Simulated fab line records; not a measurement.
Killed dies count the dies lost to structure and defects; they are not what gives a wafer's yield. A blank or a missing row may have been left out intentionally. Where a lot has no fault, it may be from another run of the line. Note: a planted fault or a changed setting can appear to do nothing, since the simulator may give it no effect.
Split-lot study | flow n5_finfet | 21 wafers read across 7 lots, on a route 1938 steps long

## SPLIT DETAILS
At N5_SDB_ALD_29 (deposits SiNx, target thk 30 nm, pulse time 1 s, ald cycles 600), the setting ald_cycles was moved away from the recipe's 600 on 7 of the 21 wafers read, by -15.2% to +8.7%. This setting was run at the recipe's value on the other wafers.

The reading comes from the split's own step.

## THE READING
SiNx_of_SDB_ALD_29.thk_nm (the simulator's own value, which no gauge read), in nm, at N5_SDB_ALD_29 (deposits SiNx, target thk 30 nm, pulse time 1 s, ald cycles 600). The file does not state a usual value for it. The 14 wafers here that ran the recipe average 30.0 nm, standard deviation 0.22 nm.

wafer  | tool, chamber at the split | ald_cycles as run | against the recipe | SiNx_of_SDB_ALD_29.thk_nm, nm | against lot-mates on the recipe
L074.3 | ald_sin-03, 2,1,1          | 600               | recipe             | 30.2                          | -
L074.4 | ald_sin-03, 2,1,1          | 600               | recipe             | 30.2                          | -
L074.6 | ald_sin-03, 2,1,1          | 600               | recipe             | 30.2                          | -
L076.1 | ald_sin-03, 3,0            | 600               | recipe             | 30                            | -
L076.3 | ald_sin-03, 3,0            | 600               | recipe             | 30                            | -
L076.4 | ald_sin-03, 1              | 600               | recipe             | 30.2                          | -
L085.1 | ald_sin-02, 2              | 600               | recipe             | 30.4                          | -
L085.2 | ald_sin-02, 1              | 569               | -5.2%              | 28.6                          | -1.6
L085.6 | ald_sin-02, 2              | 600               | recipe             | 30                            | -
L086.1 | ald_sin-04, 0              | 600               | recipe             | 29.6                          | -
L086.6 | ald_sin-04, 0              | 600               | recipe             | 29.6                          | -
L086.4 | ald_sin-04, 3              | 600               | recipe             | 30                            | -
L089.1 | ald_sin-03, 2,0            | 652               | +8.7%              | 32.6                          | +2.6
L089.4 | ald_sin-03, 2,0            | 652               | +8.7%              | 32.6                          | +2.6
L089.6 | ald_sin-03, 0              | 600               | recipe             | 30                            | -
L090.1 | ald_sin-02, 2              | 600               | recipe             | 30.2                          | -
L090.3 | ald_sin-02, 3              | 545               | -9.2%              | 27                            | -3.2
L090.6 | ald_sin-02, 3              | 545               | -9.2%              | 27                            | -3.2
L093.4 | ald_sin-03, 1              | 509               | -15.2%             | 25.2                          | -4.6
L093.5 | ald_sin-03, 1              | 600               | recipe             | 29.8                          | -
L093.6 | ald_sin-03, 2              | 509               | -15.2%             | 25.4                          | -4.4
Rows listing several chambers each stand for several wafers; the file does not say which wafer went through which chamber.

THE FIT
A straight line over all 21 wafers: SiNx_of_SDB_ALD_29.thk_nm changes by +0.311 nm for each +1% of ald_cycles; r = +0.99; the points scatter about the line by 0.21 nm.
The same after taking each lot's own level away (the mean of its wafers on the recipe; 21 wafers): +0.307 nm for each +1%; r = +1.00; scatter 0.17 nm.
The reading moves by 4.7 nm for the largest change in ald_cycles, on that fit.
From 29.73 to 30.20 nm: that is the span of the lots' own levels, equal to 2.1 times the standard deviation above.
The two slopes agree, so the slope changes little with the lot-to-lot level.
Check: for one of the wafers moved furthest among these (-15.2%), held out of the fit, the line's prediction against its lot-mates is -4.73 nm. Against them it came out at -4.6 nm.

## THESE WAFERS: OTHER SPLITS
These wafers also went through other splits before the reading. Each is held against what the fit with the lots' levels taken away leaves over:
other split on the same wafers            | wafers away from the commonest value | r with SiNx_of_SDB_ALD_29.thk_nm (lot level and that fit taken away)
N5_PMOS_HMC_CHANNEL_EPI_EXPOSE_06 dose_mj | 8                                    | -0.21
N5_PMOS_HMC_CHANNEL_EPI_ETCH_32 bias_w    | 9                                    | +0.13
N5_FIN_CUT_COAT_19 spin_rpm               | 6                                    | +0.11
N5_DUMMY_GATE_COAT_09 spin_rpm            | 4                                    | -0.52
N5_DUMMY_GATE_EXPOSE_12 dose_mj           | 3                                    | +0.03
N5_SD_EPI_P_PEB_07 peb_time_s             | 7                                    | -0.56
N5_SD_EPI_P_ETCH_37 source_w              | 4                                    | -0.05

## THE FILE'S OWN FIT
SiNx_of_SDB_ALD_29.thk_nm changes by +0.309 nm for each +1% of ald_cycles, r = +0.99.
